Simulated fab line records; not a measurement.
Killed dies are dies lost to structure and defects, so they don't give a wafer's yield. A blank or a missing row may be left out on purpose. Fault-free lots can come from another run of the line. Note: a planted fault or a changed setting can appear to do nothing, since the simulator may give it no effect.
fab line records -- flow n5_finfet
record: lots: 9, wafers: 27, last_day: 17
route steps=1938 shown BEOL_M4@1111 TV_LITHO@1886 PAD_METAL@1896 PASSIVATION@1908
lots that met no fault: from a run of the same line without faults
start_h: the number of hours between the record's first day and the start of the first shown wafer of the lot -- wait_h: time in hours since the lot's previous step -- " identical to the entry in the row above -- L1.1+2: one row covering several wafers at once -- - no value, or no start was given -- * or withheld: withheld -- < > ~ a bound
route shown NAME@n: a module of which the file shows steps, and the number in the route of the first -- usual: mean/standard deviation of fault-free wafers -- same: alike in all rows -- chamber/n: place in a boat -- sites: per-site readings -- _std_site: the standard deviation of these -- _edge_site: mean of outer sites minus mean of inner sites -- radius_mm: how far each site lies from the wafer's centre -- mask NAME#n: copy n -- behind: the last tool/chamber to shape the wafer -- hold: reason for holding the lot/hours on hold/outcome of the hold -- device: transistor that didn't switch, given as n, p or np -- end of line: tests of these same wafers at the route's end -- a step with no rows: only its recipe -- killed: at the first sort, the dies lost to defects and structure; wafer yield is something else -- map: per-die view of a wafer (x killed, . not killed, _ where there is no die)
set.NAME: the run value of the setting; set.NAME@STEP: its run value at that earlier step -- model.NAME: the simulator's own value behind a step, which no gauge read
steps of the route over a sample of lots; a table a step, a row a wafer
services: from which hour (start_h, from the record's first day; less than 0 if before it) a tool's chamber was out of use, for how many hours, and why
== steps ==
step: N5_BEOL_M4_RC_MEAS_101
usual: DIBL_N: 36.9/1.6, DIBL_P: 37.1/2, IOFF_N: 0.17/0.032, IOFF_P: 0.22/0.036, ION_N: 674/12, ION_P: 463/7.8, SS_N: 71.7/0.63, SS_P: 73.5/0.62, VT_N: 249/3.3, VT_P: -250/3.5
lot.wafer,tool,chamber,start_h,wait_h,DIBL_N[mV/V],DIBL_P[mV/V],IOFF_N[nA/um],IOFF_P[nA/um],ION_N[uA/um],ION_P[uA/um],SS_N[mV/dec],SS_P[mV/dec],VT_N[mV],VT_P[mV]
L957.2,prober-01,0,195.17,0.2,38.6,39.4,0.20,0.29,679,469,71.8,74.3,247,-246
L957.4,prober-01,0,195.17,0.2,36.9,39.0,0.18,0.29,689,474,72.1,73.9,249,-246
L957.6,prober-01,0,195.17,0.2,35.1,35.2,0.14,0.21,664,464,71.2,73.3,252,-248
L961.1,prober-01,0,220.95,0.0,38.6,38.0,0.19,0.27,674,464,72.3,73.7,248,-247
L961.4,prober-01,0,220.95,0.0,37.5,36.6,0.17,0.22,670,459,71.8,74.0,249,-250
L961.6,prober-01,0,220.95,0.0,37.1,36.7,0.18,0.23,677,463,72.2,73.6,248,-246
L967.1,prober-01,0,241.76,0.0,37.2,38.2,0.17,0.24,681,473,71.6,73.7,248,-249
L967.5,prober-01,0,241.76,0.0,36.7,37.3,0.16,0.22,685,474,71.9,72.7,249,-252
L967.6,prober-01,0,241.76,0.0,38.8,38.7,0.20,0.25,680,455,72.4,73.4,246,-249
L969.2,prober-01,0,257.42,0.2,38.2,39.2,0.21,0.25,688,465,72.6,74.0,247,-244
L969.4,prober-01,0,257.42,0.2,37.9,39.5,0.21,0.25,679,465,72.9,73.4,246,-249
L969.5,prober-01,0,257.42,0.2,35.0,36.4,0.15,0.21,662,457,71.8,73.9,248,-252
L968.1,prober-02,0,272.23,0.0,35.2,35.0,0.13,0.18,657,453,71.4,72.7,254,-254
L968.2,prober-02,0,272.23,0.0,37.9,37.9,0.17,0.23,667,461,72.0,74.2,251,-250
L968.3,prober-02,0,272.23,0.0,34.6,33.6,0.12,0.17,660,456,70.8,73.7,253,-256
L971.2,prober-02,0,279.41,0.2,38.5,38.4,0.20,0.23,671,458,72.4,73.7,248,-248
L971.3,prober-02,0,279.41,0.2,36.6,36.3,0.16,0.20,654,453,72.5,73.3,250,-252
L971.6,prober-02,0,279.41,0.2,36.5,35.3,0.15,0.18,653,446,72.2,72.3,254,-254
L972.2,prober-01,0,280.19,0.2,36.1,35.9,0.16,0.25,672,468,71.8,73.7,247,-246
L972.3,prober-01,0,280.19,0.2,39.8,38.9,0.24,0.30,697,479,72.4,74.4,243,-243
L972.4,prober-01,0,280.19,0.2,37.8,37.5,0.20,0.28,695,473,71.5,73.8,245,-244
L975.1,prober-01,0,300.02,0.0,36.6,38.6,0.18,0.22,679,459,72.4,73.8,250,-249
L975.3,prober-01,0,300.02,0.0,37.0,40.2,0.19,0.25,675,459,72.4,74.0,248,-252
L975.4,prober-01,0,300.02,0.0,37.5,40.7,0.20,0.27,683,468,72.8,74.1,246,-247
L977.2,prober-01,0,310.08,0.2,36.4,37.4,0.16,0.24,676,469,71.2,73.3,247,-245
L977.4,prober-01,0,310.08,0.2,37.4,38.7,0.17,0.25,677,467,70.5,73.9,249,-247
L977.5,prober-01,0,310.08,0.2,34.4,35.7,0.12,0.21,664,467,71.0,72.7,255,-249
step: N5_PASSIVATION_DESCUM_12
recipe: chemistry: O2, time_s: 7.9, source_power_w: 50, bias_power_w: 20, pressure_mtorr: 20, rf_frequency_hz: 2.712e+07, temp_c: 40, o2_flow_sccm: 225
usual: bias_power_w: 19.99/0.059, drypump_motor_current_A: 5.5/0.43, oes_product_au: 0.85/0.077, rf_vpp_V: 243.8/1.2, showerhead_plenum_p_Torr: 2.15/0.067, throttle_valve_pct: 20.38/0.22
lot.wafer,tool,chamber,start_h,wait_h,bias_power_w,drypump_motor_current_A,oes_product_au,rf_hours_counter_h,rf_vpp_V,showerhead_plenum_p_Torr,throttle_valve_pct
L957.2,rie_diel-02,0,295.81,0.0,20.01,5.8,0.88,54,244.9,2.21,20.25
L957.4,rie_diel-02,0,295.81,0.0,20.06,5.8,0.88,-,245.9,2.21,20.25
L957.6,rie_diel-02,1,295.81,0.0,19.95,6.0,0.92,-,246.1,2.25,20.04
L961.1,rie_diel-04,1,316.57,0.2,20.02,5.4,0.72,198,241.9,2.09,20.54
L961.4,rie_diel-04,0,316.57,0.2,19.88,5.6,0.87,63,245.7,2.11,20.11
L961.6,rie_diel-04,1,316.57,0.2,20.03,5.4,0.72,-,244.3,2.09,20.54
L967.1,rie_diel-06,0,343.00,0.0,19.90,4.8,0.71,251,241.4,1.97,20.72
L967.5,rie_diel-06,2,343.00,0.0,19.99,4.7,0.85,-,245.1,2.19,20.29
L967.6,rie_diel-06,1,343.00,0.0,20.03,5.8,0.82,-,242.8,2.06,20.52
L969.2,rie_diel-04,2,350.18,0.0,20.04,5.2,0.80,92,243.2,2.12,20.23
L969.4,rie_diel-04,0,350.18,0.0,19.92,5.5,0.86,77,243.6,2.11,20.14
L969.5,rie_diel-04,3,350.18,0.0,19.99,5.8,0.96,-,243.1,2.17,20.74
L968.1,rie_diel-02,2,363.20,0.2,20.08,5.5,0.93,24,244.1,2.15,20.42
L968.2,rie_diel-02,0,363.20,0.2,19.88,5.8,0.86,78,244.5,2.21,20.29
L968.3,rie_diel-02,1,363.20,0.2,20.10,6.0,0.86,38,244.9,2.24,20.05
L972.2,rie_diel-06,1,363.51,0.4,19.97,5.8,0.81,80,241.6,2.05,20.55
L972.3,rie_diel-06,1,363.51,0.4,19.99,5.8,0.82,-,242.4,2.05,20.55
L972.4,rie_diel-06,2,363.51,0.4,20.04,4.7,0.83,-,245.2,2.19,20.31
L971.2,rie_diel-04,1,367.73,0.0,20.01,5.4,0.70,216,243.6,2.08,20.58
L971.3,rie_diel-04,3,367.73,0.0,20.08,5.9,0.92,10,245.2,2.17,20.74
L971.6,rie_diel-04,2,367.73,0.0,20.07,5.2,0.78,-,243.2,2.12,20.25
L975.1,rie_diel-04,0,399.94,0.0,19.94,5.6,0.83,90,243.3,2.10,20.16
L975.3,rie_diel-04,3,399.94,0.0,19.86,5.9,0.92,18,243.1,2.16,20.77
L975.4,rie_diel-04,0,399.94,0.0,19.96,5.6,0.84,-,244.1,2.10,20.16
L977.2,rie_diel-02,0,404.68,0.0,20.05,5.8,0.84,91,245.3,2.20,20.32
L977.4,rie_diel-02,2,404.68,0.0,20.05,5.5,0.89,37,243.9,2.14,20.44
L977.5,rie_diel-02,1,404.68,0.0,19.95,6.0,0.84,-,244.7,2.24,20.09
step: N5_PASSIVATION_AL_DEP_21
recipe: material: Al, target_thk_a: 28000, temp_c: 400, time_s: 170, power_w: 30000, chamber_pressure_pa: 0.4, gas: Ar
usual: throttle_valve_pct: 29.8/1.1
lot.wafer,tool,chamber,start_h,wait_h,throttle_valve_pct
L957.2,pvd_sputter-01,-,296.79,0.1,28.9
L957.4,pvd_sputter-01,-,296.79,0.1,32.1
L957.6,pvd_sputter-01,-,296.79,0.1,27.4
L961.1,pvd_sputter-01,-,317.81,0.1,32.0
L961.4,pvd_sputter-01,-,317.81,0.1,27.8
L961.6,pvd_sputter-01,-,317.81,0.1,27.5
L967.1,pvd_sputter-02,-,343.89,0.1,29.3
L967.5,pvd_sputter-02,-,343.89,0.1,30.0
L967.6,pvd_sputter-02,-,343.89,0.1,28.5
L969.2,pvd_sputter-01,-,351.39,0.1,31.3
L969.4,pvd_sputter-01,-,351.39,0.1,29.2
L969.5,pvd_sputter-01,-,351.39,0.1,27.8
L968.1,pvd_sputter-01,-,364.47,0.1,27.7
L968.2,pvd_sputter-01,-,364.47,0.1,29.3
L968.3,pvd_sputter-01,-,364.47,0.1,31.9
L972.2,pvd_sputter-02,-,364.90,0.1,30.1
L972.3,pvd_sputter-02,-,364.90,0.1,28.6
L972.4,pvd_sputter-02,-,364.90,0.1,31.5
L971.2,pvd_sputter-01,-,368.89,0.1,31.9
L971.3,pvd_sputter-01,-,368.89,0.1,27.8
L971.6,pvd_sputter-01,-,368.89,0.1,30.8
L975.1,pvd_sputter-02,-,401.33,0.1,29.2
L975.3,pvd_sputter-02,-,401.33,0.1,31.3
L975.4,pvd_sputter-02,-,401.33,0.1,30.1
L977.2,pvd_sputter-03,-,405.46,0.1,30.6
L977.4,pvd_sputter-03,-,405.46,0.1,30.5
L977.5,pvd_sputter-03,-,405.46,0.1,28.9
step: N5_PASSIVATION_DESCUM_32
recipe: chemistry: O2, time_s: 7.9, source_power_w: 50, bias_power_w: 20, pressure_mtorr: 20, rf_frequency_hz: 2.712e+07, temp_c: 40, o2_flow_sccm: 225
usual: bias_power_w: 20.01/0.06, drypump_motor_current_A: 5.7/0.34, oes_product_au: 0.82/0.092, rf_vpp_V: 243.1/1.2, showerhead_plenum_p_Torr: 2.09/0.064, throttle_valve_pct: 20.39/0.22
lot.wafer,tool,chamber,start_h,wait_h,bias_power_w,drypump_motor_current_A,oes_product_au,rf_hours_counter_h,rf_vpp_V,showerhead_plenum_p_Torr,throttle_valve_pct
L957.2,rie_diel-01,1,297.48,0.0,19.95,5.8,0.67,247,242.3,2.06,20.22
L957.4,rie_diel-01,1,297.48,0.0,20.00,5.8,0.67,-,242.8,2.06,20.22
L957.6,rie_diel-01,2,297.48,0.0,20.05,5.7,0.87,-,241.9,2.05,20.54
L961.1,rie_diel-01,3,318.83,0.4,19.96,5.6,0.94,8,242.8,2.06,20.49
L961.4,rie_diel-01,0,318.83,0.4,20.06,5.9,0.83,-,242.3,2.04,20.39
L961.6,rie_diel-01,3,318.83,0.4,19.93,5.5,0.94,-,243.6,2.06,20.48
L967.1,rie_diel-05,2,344.59,0.2,20.00,5.2,0.93,17,243.3,2.14,20.53
L967.5,rie_diel-05,0,344.59,0.2,19.88,5.4,0.71,-,244.4,2.13,20.84
L967.6,rie_diel-05,2,344.59,0.2,19.98,5.2,0.92,-,244.4,2.14,20.54
L969.2,rie_diel-05,1,352.08,0.0,19.92,5.6,0.70,249,244.8,2.14,20.53
L969.4,rie_diel-05,1,352.08,0.0,20.02,5.6,0.70,-,243.7,2.14,20.54
L969.5,rie_diel-05,3,352.08,0.0,19.97,6.5,0.88,-,243.7,2.23,20.37
L968.1,rie_diel-05,2,365.15,0.0,20.06,5.2,0.91,26,242.9,2.13,20.58
L968.2,rie_diel-05,1,365.15,0.0,20.01,5.6,0.69,253,243.2,2.14,20.55
L968.3,rie_diel-05,3,365.15,0.0,20.01,6.5,0.87,60,245.7,2.23,20.39
L972.2,rie_diel-05,0,365.55,0.1,20.03,5.4,1.01,0,244.7,2.13,20.41
L972.3,rie_diel-05,3,365.55,0.1,20.07,6.5,0.86,60,245.1,2.23,20.38
L972.4,rie_diel-05,2,365.55,0.1,20.19,5.2,0.91,-,244.6,2.13,20.54
L971.2,rie_diel-03,1,369.77,0.0,19.98,5.7,0.78,130,243.2,2.08,20.29
L971.3,rie_diel-03,2,369.77,0.0,20.15,5.0,0.69,246,242.6,2.08,20.51
L971.6,rie_diel-03,0,369.77,0.0,20.03,5.9,0.70,-,243.7,2.15,20.38
L975.1,rie_diel-03,3,401.99,0.1,20.10,5.7,0.74,198,241.9,1.96,19.98
L975.3,rie_diel-03,0,401.99,0.1,20.03,5.9,0.96,5,243.7,2.15,19.98
L975.4,rie_diel-03,3,401.99,0.1,20.06,5.7,0.74,-,241.4,1.96,19.96
L977.2,rie_diel-01,3,406.16,0.1,19.98,5.5,0.86,44,241.6,2.05,20.55
L977.4,rie_diel-01,1,406.16,0.1,20.03,5.8,0.89,18,243.0,2.06,19.93
L977.5,rie_diel-01,1,406.16,0.1,19.96,5.8,0.90,-,243.2,2.06,19.94
step: N5_PASSIVATION_ETCH_59
recipe: chemistry: Cl2/BCl3, target: TaN, target_depth_a: 650, time_s: 34.9, ion_energy_ev: 100, pressure_mtorr: 10, icp_w: 900, bias_w: 100, Cl2_flow_sccm: 60, bcl3_flow_sccm: 30
usual: drypump_motor_current_A: 6.1/0.47, he_backside_leak_sccm: 3.6/0.4, oes_product_au: 0.76/0.088, throttle_valve_pct: 21.03/0.13
lot.wafer,tool,chamber,start_h,wait_h,drypump_motor_current_A,he_backside_leak_sccm,oes_product_au,rf_hours_counter_h,throttle_valve_pct
L957.2,rie_metal-02,0,297.96,0.3,5.9,3.8,0.65,100,21.08
L957.4,rie_metal-02,0,297.96,0.3,5.8,3.9,0.66,-,21.07
L957.6,rie_metal-02,1,297.96,0.3,6.5,3.7,0.77,-,21.11
L961.1,rie_metal-03,0,319.32,0.3,5.4,3.4,0.71,74,21.11
L961.4,rie_metal-03,0,319.32,0.3,5.4,3.4,0.71,-,21.12
L961.6,rie_metal-03,1,319.32,0.3,6.5,3.8,0.80,-,20.86
L967.1,rie_metal-03,0,345.24,0.4,5.4,3.6,0.70,78,21.12
L967.5,rie_metal-03,0,345.24,0.4,5.4,3.6,0.71,-,21.10
L967.6,rie_metal-03,1,345.24,0.4,6.5,3.7,0.78,-,20.88
L969.2,rie_metal-03,1,352.57,0.3,6.5,3.6,0.21,40,22.14
L969.4,rie_metal-03,0,352.57,0.3,5.4,3.5,0.19,-,22.43
L969.5,rie_metal-03,1,352.57,0.3,6.5,3.4,0.21,-,22.14
L968.1,rie_metal-03,1,365.64,0.3,6.5,3.8,0.22,41,22.15
L968.2,rie_metal-03,0,365.64,0.3,5.4,3.5,0.19,80,22.45
L968.3,rie_metal-03,1,365.64,0.3,6.5,3.6,0.21,-,22.15
L972.2,rie_metal-02,0,366.03,0.3,5.9,3.5,0.64,106,21.12
L972.3,rie_metal-02,0,366.03,0.3,5.9,3.8,0.64,-,21.10
L972.4,rie_metal-02,1,366.03,0.3,6.5,3.9,0.75,-,21.13
L971.2,rie_metal-03,0,370.26,0.3,5.4,3.6,0.19,81,22.44
L971.3,rie_metal-03,0,370.26,0.3,5.4,3.5,0.19,-,22.44
L971.6,rie_metal-03,0,370.26,0.3,5.4,3.5,0.19,-,22.45
L975.1,rie_metal-02,1,402.48,0.3,6.5,3.7,0.73,53,21.16
L975.3,rie_metal-02,0,402.48,0.3,5.9,3.5,0.99,-,20.49
L975.4,rie_metal-02,1,402.48,0.3,6.5,3.7,0.74,-,21.15
L977.2,rie_metal-03,1,406.65,0.3,6.5,3.5,0.77,45,20.90
L977.4,rie_metal-03,0,406.65,0.3,5.4,3.6,0.68,-,21.14
L977.5,rie_metal-03,0,406.65,0.3,5.4,3.6,0.69,-,21.13
step: N5_PASSIVATION_OVL_MEAS_66
recipe: points_per_wafer: 44
usual: PASS_OPEN_OVL: 1/5.6
lot.wafer,tool,chamber,start_h,wait_h,PASS_OPEN_OVL[nm]
L957.2,overlay-01,0,299.40,0.0,8
L957.4,overlay-01,0,299.40,0.0,8
L957.6,overlay-01,0,299.40,0.0,0
L961.1,overlay-02,0,320.51,0.0,-6
L961.4,overlay-02,0,320.51,0.0,-2
L961.6,overlay-02,0,320.51,0.0,1
L967.1,overlay-02,0,346.65,0.0,12
L967.5,overlay-02,0,346.65,0.0,8
L967.6,overlay-02,0,346.65,0.0,-1
L969.2,overlay-01,0,353.88,0.0,-13
L969.4,overlay-01,0,353.88,0.0,-10
L969.5,overlay-01,0,353.88,0.0,-12
L968.1,overlay-01,0,366.91,0.0,8
L968.2,overlay-01,0,366.91,0.0,-4
L968.3,overlay-01,0,366.91,0.0,3
L972.2,overlay-02,0,367.33,0.0,-1
L972.3,overlay-02,0,367.33,0.0,-3
L972.4,overlay-02,0,367.33,0.0,4
L971.2,overlay-02,0,371.67,0.0,-10
L971.3,overlay-02,0,371.67,0.0,-5
L971.6,overlay-02,0,371.67,0.0,-6
L975.1,overlay-02,0,403.93,0.0,10
L975.3,overlay-02,0,403.93,0.0,7
L975.4,overlay-02,0,403.93,0.0,7
L977.2,overlay-01,0,408.13,0.0,-2
L977.4,overlay-01,0,408.13,0.0,0
L977.5,overlay-01,0,408.13,0.0,1
step: N5_PASSIVATION_PROBE_49
usual: defect_limited_yield: 90.9/1.6, killed_at_M0_to_M3: 34/11, killed_at_M4_up: 14/5.7, killed_at_contacts: 13/6.5, killed_at_front_end: 43/11, killed_at_other: 4/3.1, killed_dies: 107/19, killed_on_rim: 14/3.9, killed_open: 71/14, killed_short: 35/7.9, sort_bin_5_function: 5.3/1.1, sort_bin_6_memory: 3.4/0.74, sort_bin_8_speed: 0.00/0.014, sort_n_pass: 1073/19
same: gross_dies: 1180, killed_at_back_side: 0, sort_bin_4_leakage[%]: 0
lot.wafer,tool,chamber,start_h,wait_h,defect_limited_yield[%],killed_at_M0_to_M3,killed_at_M4_up,killed_at_contacts,killed_at_front_end,killed_at_other,killed_dies,killed_on_rim,killed_open,killed_short,sort_bin_5_function[%],sort_bin_6_memory[%],sort_bin_8_speed[%],sort_n_pass
L967.1,prober-02,-,349.92,0.0,86.6,66,17,19,51,5,158,21,107,50,8.7,4.2,0,1022
L967.5,prober-02,-,350.12,0.2,92.2,29,12,12,38,1,92,8,69,22,3.8,3.6,0,1088
L967.6,prober-02,-,350.17,0.3,89.7,39,12,18,51,2,122,12,81,40,5.7,4.2,0,1058
L969.2,prober-02,-,357.19,0.1,0,38,30,18,31,1063,1180,152,81,40,95.8,4.1,0,0
L969.4,prober-02,-,357.29,0.2,0,27,24,16,31,1082,1180,152,71,27,96.3,3.6,0,0
L969.5,prober-02,-,357.34,0.2,0,42,15,6,37,1080,1180,152,69,32,96.7,3.1,0,0
L968.1,prober-01,-,370.13,0.0,0,22,6,4,30,1118,1180,152,40,23,97.9,2.0,0,0
L968.2,prober-01,-,370.18,0.1,0,31,14,6,40,1089,1180,152,63,37,96.7,3.0,0,0
L968.3,prober-01,-,370.23,0.1,0,23,10,9,45,1093,1180,152,46,44,95.9,3.6,0,0
L972.2,prober-02,-,370.57,0.1,90.3,51,15,10,30,8,114,21,73,40,6.3,3.0,0,1066
L972.3,prober-02,-,370.62,0.1,93.9,39,5,7,21,0,72,11,42,30,3.8,2.2,0,1108
L972.4,prober-02,-,370.67,0.2,89.2,40,8,13,64,2,127,16,78,44,6.5,3.8,0,1053
L971.2,prober-01,-,374.82,0.1,0,10,9,10,49,1102,1180,152,54,25,97.1,2.7,0,0
L971.3,prober-01,-,374.87,0.1,0,22,9,20,52,1077,1180,152,84,29,95.3,4.6,0,0
L971.6,prober-01,-,375.02,0.3,0,22,19,9,45,1085,1180,152,74,29,96.5,3.2,0,0
killed by level:class
L967.1 BEOL_M0_SAQP:geometric_particle:short=21 STI_FIN_REVEAL:geometric_particle:open=19 BEOL_M0_SAQP:geometric_particle:open=19 MOL_CONTACT_COAG:geometric_particle:open=15 BEOL_M4:geometric_particle:open=14 BEOL_M3:geometric_particle:open=10 DUMMY_GATE:geometric_particle:open=8 FIN_SAQP:geometric_particle:open=7
L967.5 STI_FIN_REVEAL:geometric_particle:open=11 MOL_CONTACT_COAG:geometric_particle:open=10 FIN_SAQP:geometric_particle:open=9 BEOL_M3:geometric_particle:open=8 BEOL_M1:geometric_particle:open=6 GATE_CUT:geometric_particle:short=4 GATE_CUT:geometric_particle:open=4 BEOL_M0_SAQP:geometric_particle:short=4
L967.6 MOL_CONTACT_COAG:geometric_particle:open=17 STI_FIN_REVEAL:geometric_particle:open=13 BEOL_M0_SAQP:geometric_particle:open=12 FIN_SAQP:geometric_particle:short=9 BEOL_M0_SAQP:geometric_particle:short=8 GATE_CUT:geometric_particle:short=7 BEOL_M2:geometric_particle:open=7 BEOL_M0:geometric_particle:open=5
L969.2 PASSIVATION:area_etch=1058 MOL_CONTACT_COAG:geometric_particle:open=17 BEOL_M4:geometric_particle:open=16 BEOL_M1:geometric_particle:short=8 BEOL_M3:geometric_particle:open=8 FIN_SAQP:geometric_particle:short=7 BEOL_M4:geometric_particle:short=7 BEOL_M2:geometric_particle:open=6
L969.4 PASSIVATION:area_etch=1081 BEOL_M3:geometric_particle:open=12 MOL_CONTACT_COAG:geometric_particle:open=11 BEOL_M4:geometric_particle:open=10 FIN_SAQP:geometric_particle:open=8 GATE_CUT:geometric_particle:short=6 STI_FIN_REVEAL:geometric_particle:open=5 BEOL_M1:geometric_particle:open=5
L969.5 PASSIVATION:area_etch=1078 FIN_SAQP:geometric_particle:open=12 BEOL_M3:geometric_particle:open=10 BEOL_M4:geometric_particle:open=8 FIN_SAQP:geometric_particle:short=7 BEOL_M0_SAQP:geometric_particle:short=7 BEOL_M1:geometric_particle:open=7 STI_FIN_REVEAL:geometric_particle:open=6
L968.1 PASSIVATION:area_etch=1116 BEOL_M3:geometric_particle:open=6 GATE_CUT:geometric_particle:open=5 BEOL_M0_SAQP:geometric_particle:short=5 STI_FIN_REVEAL:geometric_particle:open=4 DUMMY_GATE:geometric_particle:open=4 GATE_CUT:geometric_particle:short=4 MOL_CONTACT_COAG:geometric_particle:open=3
L968.2 PASSIVATION:area_etch=1080 BEOL_M3:geometric_particle:open=8 BEOL_M0_SAQP:geometric_particle:short=6 FIN_SAQP:geometric_particle:open=5 STI_FIN_REVEAL:geometric_particle:open=5 DUMMY_GATE:geometric_particle:open=5 GATE_CUT:geometric_particle:short=5 BEOL_M2:geometric_particle:open=5
L968.3 PASSIVATION:area_etch=1090 FIN_SAQP:geometric_particle:short=9 GATE_CUT:geometric_particle:short=8 STARTING-WAFER:geometric_particle:short=8 MOL_CONTACT_COAG:geometric_particle:open=6 BEOL_M3:geometric_particle:short=5 BEOL_M3:geometric_particle:open=5 BEOL_M4:geometric_particle:open=5
L972.2 BEOL_M0_SAQP:geometric_particle:short=13 STI_FIN_REVEAL:geometric_particle:open=10 BEOL_M1:geometric_particle:open=10 BEOL_M3:geometric_particle:open=9 MOL_CONTACT_COAG:geometric_particle:open=8 BEOL_M0:geometric_particle:open=6 BEOL_M4:geometric_particle:open=6 BEOL_M0:geometric_particle:short=5
L972.3 BEOL_M0_SAQP:geometric_particle:short=18 STI_FIN_REVEAL:geometric_particle:open=10 MOL_CONTACT_COAG:geometric_particle:open=6 BEOL_M0_SAQP:geometric_particle:open=6 BEOL_M1:geometric_particle:open=5 BEOL_M0:geometric_particle:open=3 BEOL_M1:geometric_particle:short=3 FIN_SAQP:geometric_particle:open=2
L972.4 STI_FIN_REVEAL:geometric_particle:open=25 BEOL_M0_SAQP:geometric_particle:short=16 BEOL_M0_SAQP:geometric_particle:open=14 MOL_CONTACT_COAG:geometric_particle:open=7 MOL_CONTACT_COAG:geometric_particle:short=6 FIN_SAQP:geometric_particle:open=5 STI_FIN_REVEAL:geometric_particle:short=5 BEOL_M1:geometric_particle:open=5
L971.2 PASSIVATION:area_etch=1100 STI_FIN_REVEAL:geometric_particle:open=10 MOL_CONTACT_COAG:geometric_particle:open=9 FIN_SAQP:geometric_particle:short=6 GATE_CUT:geometric_particle:open=6 BEOL_M4:geometric_particle:open=6 STARTING-WAFER:geometric_particle:open=5 ILD0:geometric_particle:open=4
L971.3 PASSIVATION:area_etch=1067 MOL_CONTACT_COAG:geometric_particle:open=16 STI_FIN_REVEAL:geometric_particle:open=13 FIN_SAQP:geometric_particle:open=12 FIN_SAQP:geometric_particle:short=10 BEOL_M3:geometric_particle:open=8 DUMMY_GATE:geometric_particle:open=6 BEOL_M2:geometric_particle:open=5
L971.6 PASSIVATION:area_etch=1077 BEOL_M4:geometric_particle:open=10 FIN_SAQP:geometric_particle:short=9 STI_FIN_REVEAL:geometric_particle:open=8 MOL_CONTACT_COAG:geometric_particle:open=8 BEOL_M3:geometric_particle:open=8 BEOL_M0:geometric_particle:open=5 FIN_SAQP:geometric_particle:open=4
== services ==
tool,chamber,start_h,hours,kind
rie_diel-05,2,283.91,-,clean
rie_diel-05,2,283.91,-,consumable_replace:focus_ring
rie_diel-05,2,283.91,21.9,scheduled_down
rie_diel-05,2,283.91,21.9,vent_cycle
rie_diel-06,2,287.31,3.1,repair
rie_diel-03,-,296.94,2.7,repair
rie_metal-02,-,299.20,2.8,pm
rie_diel-03,-,300.72,0.3,repair
rie_diel-01,1,309.69,18.4,repair
rie_diel-04,3,322.86,-,clean
rie_diel-04,3,322.86,-,consumable_replace:focus_ring
rie_diel-04,3,322.86,13.7,scheduled_down
rie_diel-04,3,322.86,13.7,vent_cycle
rie_diel-05,1,326.19,19.6,repair
rie_diel-06,3,340.10,5.4,repair
rie_diel-02,3,348.83,14.2,repair
rie_diel-05,0,349.32,-,clean
rie_diel-05,0,349.32,-,consumable_replace:focus_ring
rie_diel-05,0,349.32,15.9,scheduled_down
rie_diel-06,3,361.08,4.9,repair
rie_diel-05,1,362.00,2.8,repair
rie_diel-06,3,377.92,12.4,repair
rie_diel-04,2,398.72,9.5,repair
rie_diel-03,3,403.27,1.3,repair
== key ==
first_sign: step: N5_PASSIVATION_ETCH_59, reading: oes_product_au, direction: down, sigmas: 6.3, usual: 0.76, struck: 0.20
effect: step: N5_PASSIVATION_PROBE_49, reading: killed_at_other, direction: up, sigmas: 99+, usual: 4, struck: 1088
more_kills_born_at: N5_PASSIVATION_ETCH_59@rie_metal-03: 9747
met_at N5_PASSIVATION_AL_DEP_21
struck_lots L968,L969,L971
later_rows_left_out L968.1,L968.2,L968.3,L969.2,L969.4,L969.5,L971.2,L971.3,L971.6
not_acting_at N5_PASSIVATION_DESCUM_12,N5_PASSIVATION_DESCUM_32,N5_PASSIVATION_OVL_MEAS_66
onset_between 317.81 351.39
fault: kind: process_parameter_drift, tool: pvd_sputter-01, chamber: -, onset_h: 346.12, steps: N5_PASSIVATION_AL_DEP_21, channel: time_s, offset: *, shape: step, end_h: 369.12, acts_in: *, stated: *
later_rows_left_out: the simulator's readings of these wafers behind a module that went badly wrong aren't trusted and aren't shown, but for the sort
